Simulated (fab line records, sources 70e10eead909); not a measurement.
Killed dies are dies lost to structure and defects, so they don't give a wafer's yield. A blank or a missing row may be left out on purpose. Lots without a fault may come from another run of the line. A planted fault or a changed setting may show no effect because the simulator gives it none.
fab line records | flow nand_harc
record lots=5 wafers=15 last_day=23
route steps=1159 shown P_ZERO_WELL@29 END@1159
lots that met no fault: from a run of the same line without faults
start_h: hours from the record's first day to the start of the lot's first wafer shown | wait_h: hours since the lot's step before | " the same as in the row above | L1.1+2: a row that stands for several wafers | - no value, or no start given | * or withheld: withheld | < > ~ a bound
route shown NAME@n: a module of which the file shows steps, and the number in the route of the first | usual: mean/standard deviation of fault-free wafers | same: alike in all rows | chamber/n: place in a boat | sites: the reading at each site | _std_site: their standard deviation | _edge_site: outer sites' mean less inner sites' | radius_mm: how far each site lies from the wafer's centre | mask NAME#n: copy n | behind: the tool/chamber that last shaped the wafer | hold: why the lot was held/for how many hours/how that ended | device: the transistor (n, p or np) that didn't switch | end of line: the same wafers' tests at the end of the route | a step without rows: its recipe alone | killed: dies lost to structure and defects at the first sort, not the wafer's yield | map: a wafer's dies, x killed, . not, _ none there
set.NAME: the setting as run; set.NAME@STEP: as run at that earlier step | model.NAME: the simulator's own value behind a step, which no gauge read
lots at some steps of the route; a table a step, a row a wafer
services: from which hour (start_h, from the record's first day; less than 0 if before it) a tool's chamber was out of use, for how many hours, and why
## steps
# step NHARC_P_ZERO_WELL_CD_MEAS_24
# recipe target_cd_nm=720 landing_energy_ev=500
# usual cd_nm=720.5/2.3
# columns lot.wafer tool chamber start_h wait_h cd_nm
L815.2 cd_sem-02 0 14.49 - 720.7
L815.3 " 0 " " 723.4
L815.6 " 0 " " 719.7
L818.2 cd_sem-03 0 32.47 - 720.3
L818.3 " 0 " " 721.3
L818.6 " 0 " " 719.4
L827.2 cd_sem-03 0 86.35 - 719.9
L827.4 " 0 " " 719.0
L827.5 " 0 " " 723.7
L831.2 cd_sem-03 0 110.60 - 716.8
L831.5 " 0 " " 725.5
L831.6 " 0 " " 721.2
L838.1 cd_sem-02 0 152.47 - 720.1
L838.3 " 0 " " 722.3
L838.6 " 0 " " 718.3
# step NHARC_P_ZERO_WELL_HARDBAKE_25
# recipe temp_c=125 time_s=80
# step NHARC_P_ZERO_WELL_DESCUM_26
# recipe time_s=3 o2_flow_sccm=200 ar_flow_sccm=0 bias_power_w=0 chemistry=O2
# usual drypump_motor_current_A=5.6/0.37 oes_product_au=1.004/0.014 rf_vpp_V=58.1/0.91 showerhead_plenum_p_Torr=1.97/0.075 throttle_valve_pct=11.311/0.0091
# columns lot.wafer tool chamber start_h wait_h drypump_motor_current_A oes_product_au rf_hours_counter_h rf_vpp_V showerhead_plenum_p_Torr throttle_valve_pct
L815.3 rie_diel-05 1 14.67 - 5.4 1.015 0.9 59.5 1.92 11.310
L815.2 " 2 " " 5.5 1.011 0.8 60.2 2.00 11.312
L815.6 " 0 " " 5.6 1.006 - 59.0 2.07 11.321
L818.2 rie_diel-05 1 32.64 - 5.3 1.013 2.1 57.9 1.92 11.321
L818.3 " 3 " " 6.2 1.016 2.1 58.4 2.03 11.312
L818.6 " 1 " " 5.4 1.017 - 58.1 1.92 11.299
L827.4 rie_diel-05 2 86.52 - 5.5 0.988 4.8 59.0 2.00 11.316
L827.2 " 0 " " 5.7 1.004 6.1 57.1 2.07 11.316
L827.5 " 2 " " 5.5 0.992 - 57.2 2.00 11.301
L831.2 rie_diel-10 1 110.78 - 5.4 0.994 6.6 57.1 1.89 11.312
L831.5 " 3 " " 5.3 0.988 - 58.3 1.86 11.317
L831.6 " 0 " " 5.6 0.996 - 58.8 1.91 11.306
L838.3 rie_diel-12 1 152.64 - 6.2 1.021 6.8 57.4 1.92 11.298
L838.1 " 3 " " 5.6 0.979 7.9 57.5 1.86 11.309
L838.6 " 1 " " 6.2 1.007 - 57.1 1.92 11.313
# step NHARC_P_ZERO_WELL_IMPLANT_27
# recipe energy_kev=600 dose_cm2=1e+13 tilt_deg=7
# step NHARC_P_ZERO_WELL_IMPLANT_57
# recipe energy_kev=250 dose_cm2=4e+12 tilt_deg=7
# step NHARC_P_ZERO_WELL_IMPLANT_58
# recipe energy_kev=100 dose_cm2=2e+12 tilt_deg=7
# step NHARC_P_ZERO_WELL_STRIP_28
# recipe time_s=840 temp_c=130 chemistry=SPM
# step NHARC_P_ZERO_WELL_DEHYDRATE_29
# recipe temp_c=150 time_s=120
# step NHARC_P_ZERO_WELL_HMDS_30
# recipe time_s=30
# step NHARC_P_ZERO_WELL_COAT_31
# recipe spin_rpm=withheld
# step NHARC_P_ZERO_WELL_SOFTBAKE_32
# recipe temp_c=122 time_s=95
# step NHARC_P_ZERO_WELL_EBR_33
# step NHARC_P_ZERO_WELL_EXPOSE_34
# recipe na=0.6 target_cd_nm=720 dose_mj=22.31 mask_id=P_PWELL
# columns lot.wafer tool chamber start_h wait_h mask
L815.2+3+6 krf_scanner-01 0 16.00 - P_PWELL#0
L818.2+3+6 krf_scanner-03 0 33.83 - P_PWELL#0
L827.2+4+5 krf_scanner-04 0 87.89 - P_PWELL#0
L831.2+5+6 krf_scanner-03 0 112.10 - P_HVPW#0
L838.1+3+6 krf_scanner-01 0 153.83 - P_PWELL#0
# step NHARC_P_ZERO_WELL_PEB_35
# recipe peb_temp_c=118 peb_time_s=85
# step NHARC_P_ZERO_WELL_DEVELOP_36
# recipe time_s=70
# step NHARC_P_ZERO_WELL_CD_MEAS_37
# recipe target_cd_nm=720 landing_energy_ev=500
# usual cd_nm=719.7/2.5
# columns lot.wafer tool chamber start_h wait_h cd_nm
L815.2 cd_sem-01 0 16.15 - 717.4
L815.3 " 0 " " 721.6
L815.6 " 0 " " 717.3
L818.2 cd_sem-02 0 33.99 - 716.7
L818.3 " 0 " " 717.8
L818.6 " 0 " " 717.5
L827.2 cd_sem-03 0 88.05 - 716.8
L827.4 " 0 " " 714.6
L827.5 " 0 " " 721.5
L831.2 cd_sem-03 0 112.25 - -
L831.5 " 0 " " -
L831.6 " 0 " " -
L838.1 cd_sem-01 0 153.98 - 720.7
L838.3 " 0 " " 719.5
L838.6 " 0 " " 721.5
# step NHARC_P_ZERO_WELL_HARDBAKE_38
# recipe temp_c=125 time_s=80
# step NHARC_END_SORT_01
# recipe temp_c=25
# usual killed_at_array=27/9.9 killed_at_other=0.5/0.76 killed_at_periphery=3.4/2.2 killed_dies=31/10 killed_open=3.3/2 killed_short=2.0/1.5
# same gross_dies=677
# columns lot.wafer tool chamber start_h wait_h killed_at_array killed_at_other killed_at_periphery killed_dies killed_open killed_short
L831.2 prober-01 0 532.08 2.8 33 0 644 677 1 2
L831.5 prober-01 0 534.51 3.7 31 0 646 677 5 1
L831.6 prober-01 0 535.32 4.1 33 1 643 677 5 3
# killed by level:class
L831.2 P_ZERO_WELL:area_expose=637 A_CHANNEL_HOLE_D1:chamber_film_flake=26 P_M0:chamber_film_flake=3 A_CONTACT:chamber_film_flake=3 P_BONDPAD:chamber_film_flake=2 P_M1:geometric_particle:short=1 A_CHANNEL_FILL_D1:geometric_particle:short=1 A_M1:geometric_particle:open=1
L831.5 P_ZERO_WELL:area_expose=641 A_CHANNEL_HOLE_D1:chamber_film_flake=19 A_CONTACT:chamber_film_flake=5 P_ZERO_WELL:chamber_film_flake=2 P_CONTACT:geometric_particle:open=1 A_CHANNEL_FILL_D1:geometric_particle:short=1 A_CHANNEL_FILL_D1:geometric_particle:open=1 A_WL_FILL:geometric_particle:open=1
L831.6 P_ZERO_WELL:area_expose=636 A_CHANNEL_HOLE_D1:chamber_film_flake=21 A_CONTACT:chamber_film_flake=5 P_BONDPAD:chamber_film_flake=3 P_M0:geometric_particle:open=2 A_WL_FILL:geometric_particle:short=2 A_STAIRCASE:geometric_particle:open=1 A_WL_FILL:geometric_particle:open=1
# map L831.2 (x killed, . not)
____________x____________
_________xxxxxxx_________
_______xxxxxxxxxxx_______
______xxxxxxxxxxxxx______
_____xxxxxxxxxxxxxxx_____
____xxxxxxxxxxxxxxxxx____
____xxxxxxxxxxxxxxxxx____
___xxxxxxxxxxxxxxxxxxx___
___xxxxxxxxxxxxxxxxxxx___
__xxxxxxxxxxxxxxxxxxxxx__
__xxxxxxxxxxxxxxxxxxxxx__
_xxxxxxxxxxxxxxxxxxxxxxx_
_xxxxxxxxxxxxxxxxxxxxxxx_
_xxxxxxxxxxxxxxxxxxxxxxx_
_xxxxxxxxxxxxxxxxxxxxxxx_
_xxxxxxxxxxxxxxxxxxxxxxx_
xxxxxxxxxxxxxxxxxxxxxxxxx
xxxxxxxxxxxxxxxxxxxxxxxxx
xxxxxxxxxxxxxxxxxxxxxxxxx
xxxxxxxxxxxxxxxxxxxxxxxxx
xxxxxxxxxxxxxxxxxxxxxxxxx
_xxxxxxxxxxxxxxxxxxxxxxx_
_xxxxxxxxxxxxxxxxxxxxxxx_
_xxxxxxxxxxxxxxxxxxxxxxx_
_xxxxxxxxxxxxxxxxxxxxxxx_
_xxxxxxxxxxxxxxxxxxxxxxx_
__xxxxxxxxxxxxxxxxxxxxx__
__xxxxxxxxxxxxxxxxxxxxx__
___xxxxxxxxxxxxxxxxxxx___
___xxxxxxxxxxxxxxxxxxx___
____xxxxxxxxxxxxxxxxx____
____xxxxxxxxxxxxxxxxx____
_____xxxxxxxxxxxxxxx_____
______xxxxxxxxxxxxx______
_______xxxxxxxxxxx_______
_________xxxxxxx_________
____________x____________
# map L818.3 (x killed, . not)
____________.____________
_________..x...._________
_______..........._______
______.............______
_____.x............._____
____.xxx.x.x.........____
____.x.x.............____
___....x..............___
___.....x....x........___
__.....x...............__
__.....................__
_......................._
_......................._
_...x..................._
_......................._
_....x.................._
.........................
.........................
.........................
.........................
.........................
_.....x................._
_......................._
_.....x................x_
_.......x..............._
_...................x..._
__.....x...x....x......__
__......x.............x__
___...................___
___...............x...___
____.................____
____.................____
_____...........x..x_____
______.x...........______
_______..........x_______
_________......._________
____________.____________
## services
# columns tool chamber start_h hours kind
rie_diel-05 0 -4.40 - clean
rie_diel-05 1 -4.40 - clean
rie_diel-05 2 -4.40 - clean
rie_diel-05 3 -4.40 - clean
krf_scanner-03 - -4.00 4.0 pm
rie_diel-10 - -0.43 9.0 pm
rie_diel-10 1 9.52 7.0 repair
rie_diel-12 1 11.58 5.0 repair
rie_diel-05 2 16.14 9.9 repair
krf_scanner-01 - 16.58 2.8 repair
rie_diel-10 - 19.28 1.9 repair
rie_diel-05 0 20.10 - clean
rie_diel-05 1 20.10 - clean
rie_diel-05 3 20.10 - clean
rie_diel-12 - 25.40 9.0 pm
rie_diel-12 1 44.42 6.2 repair
krf_scanner-04 - 65.01 0.9 repair
rie_diel-12 3 78.62 32.4 repair
krf_scanner-01 - 84.00 4.0 pm
rie_diel-05 - 84.89 0.3 repair
krf_scanner-03 - 117.77 0.5 repair
krf_scanner-04 - 123.42 0.2 repair
rie_diel-10 - 127.63 2.0 repair
krf_scanner-04 - 148.87 4.0 pm
## key
first_sign step=NHARC_P_ZERO_WELL_EXPOSE_34 reading=mask direction=changed
effect step=NHARC_P_ZERO_WELL_CD_MEAS_37 reading=cd_nm direction=missing
effect step=NHARC_END_SORT_01 reading=killed_at_periphery direction=up sigmas=99+ usual=3.4 struck=644.3
more_kills_born_at NHARC_P_ZERO_WELL_EXPOSE_34@krf_scanner-03=1914
met_at NHARC_P_ZERO_WELL_EXPOSE_34
struck_wafers L831.2,L831.5,L831.6
later_rows_left_out L831.2,L831.5,L831.6
tester_left_out L831
onset_between 33.83 112.10
fault kind=wrong_mask tool=any chamber=- onset_h=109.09 steps=NHARC_P_ZERO_WELL_EXPOSE_34 aux_copy=P_HVPW#0 scope=struck_lots_only
# tester_left_out: of these lots the tester's yield and bins aren't shown, on N5 and GAA mostly nor the transistor test; their killed dies are dies lost to structure and defects alone, not to doping, threshold or leakage, so they don't give the yield
# later_rows_left_out: the simulator's readings of these wafers behind a module that went badly wrong aren't trusted and aren't shown, but for the sort
